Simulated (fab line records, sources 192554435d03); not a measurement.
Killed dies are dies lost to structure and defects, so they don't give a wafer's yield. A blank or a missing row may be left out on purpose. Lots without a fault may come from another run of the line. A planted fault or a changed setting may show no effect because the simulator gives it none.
Split-lot experiment | flow n5_finfet | 7 lots, 21 wafers read, on a route of 1938 steps

THE SPLIT
At N5_BEOL_M3_COAT_22 (resist thk 30 nm), the setting spin_rpm was moved away from the recipe's 1500 rpm on 6 of the 21 wafers read, by +4.0% to +9.3%. The other wafers ran this setting at the recipe's value.

FROM THE SPLIT TO THE READING: what the file shows between them, 2 steps
- N5_BEOL_M3_EBR_24
- N5_BEOL_M3_SOFTBAKE_23: time 60 s

THE READING
CAR-EUV_of_BEOL_M3_COAT_22.thk_nm (the simulator's own value, which no gauge read), in nm, at N5_BEOL_M3_DESCUM_33 (chemistry O2, time 7 s). The file gives no usual value for it. The 15 wafers here that ran the recipe average 26.0 nm, standard deviation 0.08 nm.

wafer  | tool, chamber at the split | spin_rpm as run, rpm | against the recipe | CAR-EUV_of_BEOL_M3_COAT_22.thk_nm, nm | against lot-mates on the recipe
L077.2 | litho_track-04, 0          | 1604                 | +6.9%              | 25                                    | -1.0
L077.5 | litho_track-04, 0          | 1500                 | recipe             | 26                                    | -
L077.6 | litho_track-04, 0          | 1500                 | recipe             | 26                                    | -
L080.2 | litho_track-01, 0          | 1560                 | +4.0%              | 25.6                                  | -0.4
L080.5 | litho_track-01, 0          | 1560                 | +4.0%              | 25.6                                  | -0.4
L080.3 | litho_track-01, 0          | 1500                 | recipe             | 26                                    | -
L083.1 | litho_track-02, 0          | 1500                 | recipe             | 26                                    | -
L083.6 | litho_track-02, 0          | 1500                 | recipe             | 26                                    | -
L083.2 | litho_track-02, 0          | 1639                 | +9.3%              | 24.8                                  | -1.2
L087.2 | litho_track-04, 0          | 1500                 | recipe             | 26.2                                  | -
L087.3 | litho_track-04, 0          | 1500                 | recipe             | 26                                    | -
L087.6 | litho_track-04, 0          | 1500                 | recipe             | 26                                    | -
L088.3 | litho_track-04, 0          | 1500                 | recipe             | 26                                    | -
L088.4 | litho_track-04, 0          | 1500                 | recipe             | 26                                    | -
L088.5 | litho_track-04, 0          | 1500                 | recipe             | 26.2                                  | -
L093.2 | litho_track-04, 0          | 1500                 | recipe             | 26                                    | -
L093.4 | litho_track-04, 0          | 1560                 | +4.0%              | 25.4                                  | -0.6
L093.6 | litho_track-04, 0          | 1560                 | +4.0%              | 25.4                                  | -0.6
L095.2 | litho_track-02, 0          | 1500                 | recipe             | 26.2                                  | -
L095.4 | litho_track-02, 0          | 1500                 | recipe             | 26                                    | -
L095.5 | litho_track-02, 0          | 1500                 | recipe             | 26                                    | -

THE FIT
A straight line over all 21 wafers: CAR-EUV_of_BEOL_M3_COAT_22.thk_nm changes by -0.138 nm for each +1% of spin_rpm; r = -0.98; the points scatter about the line by 0.087 nm.
The same after taking each lot's own level away (the mean of its wafers on the recipe; 21 wafers): -0.132 nm for each +1%; r = -0.98; scatter 0.083 nm.
On that fit, the largest move of spin_rpm shifts the reading by 1.2 nm.
The lots' own levels span 26.00 to 26.07 nm, that is 0.8 times the standard deviation above.
So the lot-to-lot level changes the slope little: the two slopes agree.
Check: with one of the wafers moved furthest among these (+9.3%) left out of the fit, the line predicts -1.24 nm for it against its lot-mates. It came out at -1.2 nm against them.

OTHER SPLITS ON THESE WAFERS
These wafers also went through other splits before the reading. Each is held against what the fit with the lots' levels taken away leaves over:
other split on the same wafers            | wafers away from the commonest value | r with CAR-EUV_of_BEOL_M3_COAT_22.thk_nm (lot level and that fit taken away)
N5_MOL_CONTACT_COAG_COAT_64 spin_rpm      | 9                                    | -0.21
N5_BEOL_M0_SAQP_PEB_12 peb_time_s         | 9                                    | -0.32
N5_BEOL_M0_SAQP_DEVELOP_13 develop_time_s | 6                                    | -0.08
N5_BEOL_M0_CUTY_COAT_50 spin_rpm          | 10                                   | -0.05
N5_BEOL_M0_ETCH_128 source_w              | 8                                    | -0.20
N5_BEOL_M0_TRENCH_ETCH_107 target_depth_a | 7                                    | -0.02
N5_BEOL_M1_COAT_22 spin_rpm               | 2                                    | +0.36
N5_BEOL_M1_ALD_98 ald_cycles              | 7                                    | -0.06
N5_BEOL_M3_COAT_68 spin_rpm               | 10                                   | -0.05

THE WHOLE CHAIN: every reading that the file lists as answering this split, in the file's order
step                 | what it does           | reading                                                                            | change (the file's fit)               | r (the file's)
N5_BEOL_M3_COAT_22   | resist thk 30 nm       | CAR-EUV_of_BEOL_M3_COAT_22.thk_nm (the simulator's own value, which no gauge read) | -0.142 nm for each +1% of the setting | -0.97
N5_BEOL_M3_DESCUM_33 | chemistry O2, time 7 s | CAR-EUV_of_BEOL_M3_COAT_22.thk_nm (the simulator's own value, which no gauge read) | -0.133 nm for each +1% of the setting | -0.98

THE FILE'S OWN FIT
CAR-EUV_of_BEOL_M3_COAT_22.thk_nm changes by -0.133 nm for each +1% of spin_rpm, r = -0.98.
